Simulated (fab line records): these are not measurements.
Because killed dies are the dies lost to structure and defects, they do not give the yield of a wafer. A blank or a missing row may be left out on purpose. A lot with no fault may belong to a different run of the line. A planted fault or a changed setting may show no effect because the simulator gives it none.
Matching of chambers :: flow n5 finfet :: rie diel-05 running N5_HKMG_FIN_STRIP_92: 4 sister chambers
The step strips SOC in N2/H2, time 20 s. 14 wafers are shown with their chamber, then 7 later ones without.

== EACH WAFER AND ITS CHAMBER ==
wafer: L074.2
chamber: 2
showerhead plenum p Torr (Torr): 3.40
throttle valve pct (%): 18.8
drypump motor current A (A): 5.7

wafer: L074.5
chamber: 1
showerhead plenum p Torr (Torr): 3.31
throttle valve pct (%): 18.5
drypump motor current A (A): 4.9

wafer: L074.6
chamber: 0
showerhead plenum p Torr (Torr): 3.28
throttle valve pct (%): 19.0
drypump motor current A (A): 5.3

wafer: L077.1
chamber: 1
showerhead plenum p Torr (Torr): 3.31
throttle valve pct (%): 18.5
drypump motor current A (A): 4.9

wafer: L077.2
chamber: 2
showerhead plenum p Torr (Torr): 3.40
throttle valve pct (%): 18.8
drypump motor current A (A): 5.7

wafer: L077.3
chamber: 0
showerhead plenum p Torr (Torr): 3.27
throttle valve pct (%): 19.0
drypump motor current A (A): 5.3

wafer: L082.2
chamber: 2
showerhead plenum p Torr (Torr): 3.39
throttle valve pct (%): 18.8
drypump motor current A (A): 5.6

wafer: L082.3
chamber: 1
showerhead plenum p Torr (Torr): 3.30
throttle valve pct (%): 18.5
drypump motor current A (A): 4.8

wafer: L082.6
chamber: 2
showerhead plenum p Torr (Torr): 3.39
throttle valve pct (%): 18.8
drypump motor current A (A): 5.6

wafer: L083.2
chamber: 1
showerhead plenum p Torr (Torr): 3.30
throttle valve pct (%): 18.6
drypump motor current A (A): 4.9

wafer: L083.5
chamber: 3
showerhead plenum p Torr (Torr): 3.33
throttle valve pct (%): 19.1
drypump motor current A (A): 5.4

wafer: L083.6
chamber: 0
showerhead plenum p Torr (Torr): 3.27
throttle valve pct (%): 19.1
drypump motor current A (A): 5.2

wafer: L084.1
chamber: 0
showerhead plenum p Torr (Torr): 3.26
throttle valve pct (%): 19.1
drypump motor current A (A): 5.3

wafer: L084.3
chamber: 3
showerhead plenum p Torr (Torr): 3.33
throttle valve pct (%): 19.1
drypump motor current A (A): 5.4

SIGNATURES (means of the wafers above)
reading: showerhead plenum p Torr
chamber 0: 3.2700
chamber 1: 3.3050
chamber 2: 3.3950
chamber 3: 3.3300
scatter within a chamber: 0.00632

reading: throttle valve pct
chamber 0: 19.050
chamber 1: 18.525
chamber 2: 18.800
chamber 3: 19.100
scatter within a chamber: 0.0418

reading: drypump motor current A
chamber 0: 5.275
chamber 1: 4.875
chamber 2: 5.650
chamber 3: 5.400
scatter within a chamber: 0.05
Rule: a wafer lies at a distance from a chamber equal to the root of the sum of squares, over the readings, of (its reading less the chamber's mean, divided by the reading's scatter). If the next closest chamber is less than 2 further off than the closest, the wafer can't be placed; otherwise it belongs to the closest. The scatter is the square root of a quotient: the sum, over the shown wafers, of each reading's squared deviation from its chamber's mean, divided by wafers minus chambers.

== WAFERS WHOSE CHAMBER IS MISSING ==
wafer: L084.5
showerhead plenum p Torr (Torr): 3.33
throttle valve pct (%): 19.1
drypump motor current A (A): 5.4

wafer: L095.1
showerhead plenum p Torr (Torr): 3.29
throttle valve pct (%): 18.2
drypump motor current A (A): 4.9

wafer: L095.3
showerhead plenum p Torr (Torr): 3.37
throttle valve pct (%): 18.8
drypump motor current A (A): 5.6

wafer: L095.4
showerhead plenum p Torr (Torr): 3.25
throttle valve pct (%): 19.1
drypump motor current A (A): 5.3

wafer: L096.3
showerhead plenum p Torr (Torr): 3.28
throttle valve pct (%): 18.2
drypump motor current A (A): 4.9

wafer: L096.4
showerhead plenum p Torr (Torr): 3.25
throttle valve pct (%): 19.1
drypump motor current A (A): 5.3

wafer: L096.6
showerhead plenum p Torr (Torr): 3.28
throttle valve pct (%): 18.2
drypump motor current A (A): 4.9

== EACH ONE'S CHAMBER ==
wafer: L084.5
from the rows above: 3
in truth: 3

wafer: L095.1
from the rows above: 1
in truth: 1

wafer: L095.3
from the rows above: 2
in truth: 2

wafer: L095.4
from the rows above: 0
in truth: 0

wafer: L096.3
from the rows above: 1
in truth: 1

wafer: L096.4
from the rows above: 0
in truth: 0

wafer: L096.6
from the rows above: 1
in truth: 1
7 of 7 placed correctly. From these rows, 0 cannot be placed. Number placed wrongly: 0.
